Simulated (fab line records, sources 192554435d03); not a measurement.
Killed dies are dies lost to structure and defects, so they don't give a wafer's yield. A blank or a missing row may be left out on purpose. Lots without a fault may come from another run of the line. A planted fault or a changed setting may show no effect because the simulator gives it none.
One fault seen from 3 desks | flow n5_finfet | each desk has only its own numbers; what lay behind them comes last

THE METROLOGY DESK
What the gauges read, lot by lot, whatever tool the lot ran on: means of the sampled wafers that have a number. A lot is out of limits, marked OUT, if its mean lies more than 4 standard deviations from the usual mean; the brackets give that distance. Of its 12 readings 7 are shown: those that lie furthest out on some lot.
Columns: A = cd_nm at N5_BEOL_M2_CD_MEAS_28, usual 26.12 nm; B = DIBL_N at N5_BEOL_M4_RC_MEAS_101, usual 35.8 mV/V; C = IOFF_N at N5_BEOL_M4_RC_MEAS_101, usual 0.150 nA/um; D = ION_N at N5_BEOL_M4_RC_MEAS_101, usual 667 uA/um; E = ION_P at N5_BEOL_M4_RC_MEAS_101, usual 456 uA/um; F = SS_N at N5_BEOL_M4_RC_MEAS_101, usual 71.4 mV/dec; G = VT_N at N5_BEOL_M4_RC_MEAS_101, usual 251 mV
lot  | first seen here | A     | B    | C     | D   | E   | F    | G
L810 | day 7 15:20     | 26.18 | 36.9 | 0.160 | 666 | 455 | 71.3 | 249
L812 | day 7 18:54     | 26.21 | 37.3 | 0.165 | 672 | 457 | 71.5 | 250
L821 | day 10 02:50    | 25.69 | 34.5 | 0.129 | 661 | 455 | 70.8 | 252
L822 | day 10 16:19    | 26.15 | 38.3 | 0.197 | 678 | 456 | 72.5 | 248
L826 | day 11 08:58    | 26.13 | 36.3 | 0.153 | 663 | 448 | 72.1 | 253
L829 | day 11 22:24    | 25.96 | 36.8 | 0.161 | 669 | 459 | 71.9 | 250
This desk's finding: nothing out of limits on any of the 6 lots.

THE TOOL OWNER'S DESK: ald_sin-01
The tool's own readings at N5_BEOL_M2_ALD_98 (deposits SiO2, target thk 2.5 nm, pulse time 1 s, co reactant pulse time 1 s): means of the sampled wafers that have a number, for each lot that ran on this tool. A lot is out of limits, marked OUT, if its mean lies more than 4 standard deviations from the usual mean; the brackets give that distance.
Columns: A = heater_power_outer_w at N5_BEOL_M2_ALD_98, usual 41 W; B = heater_power_w at N5_BEOL_M2_ALD_98, usual 80 W; C = precursor_pulse_height_rel at N5_BEOL_M2_ALD_98, usual 1.000
lot  | first seen here | A  | B  | C
L821 | day 10 03:05    | 41 | 80 | 1.007
L826 | day 11 09:23    | 48 | 89 | 0.967
L829 | day 11 23:16    | 41 | 80 | 1.008
This desk's finding: nothing out of limits on any of the 3 lots.

THE DEFECT DESK
What the inspections along the route counted, lot by lot: means of the sampled wafers that have a number. A lot is out of limits, marked OUT, if its mean lies more than 4 standard deviations from the usual mean; the brackets give that distance.
Columns: A = raw_defect_count at N5_BEOL_M2_INSPECT_30, usual 417
lot  | first seen here | A
L810 | day 7 15:26     | 429
L812 | day 7 18:59     | 543
L821 | day 10 02:56    | 420
L822 | day 10 16:25    | 332
L826 | day 11 09:03    | 331
L829 | day 11 22:29    | 296
This desk's finding: nothing out of limits on any of the 6 lots.

PUT TOGETHER
The metrology desk saw nothing out of limits.
The tool owner's desk saw nothing out of limits.
The defect desk saw nothing out of limits.

WHAT THE SIMULATOR HAD PUT IN
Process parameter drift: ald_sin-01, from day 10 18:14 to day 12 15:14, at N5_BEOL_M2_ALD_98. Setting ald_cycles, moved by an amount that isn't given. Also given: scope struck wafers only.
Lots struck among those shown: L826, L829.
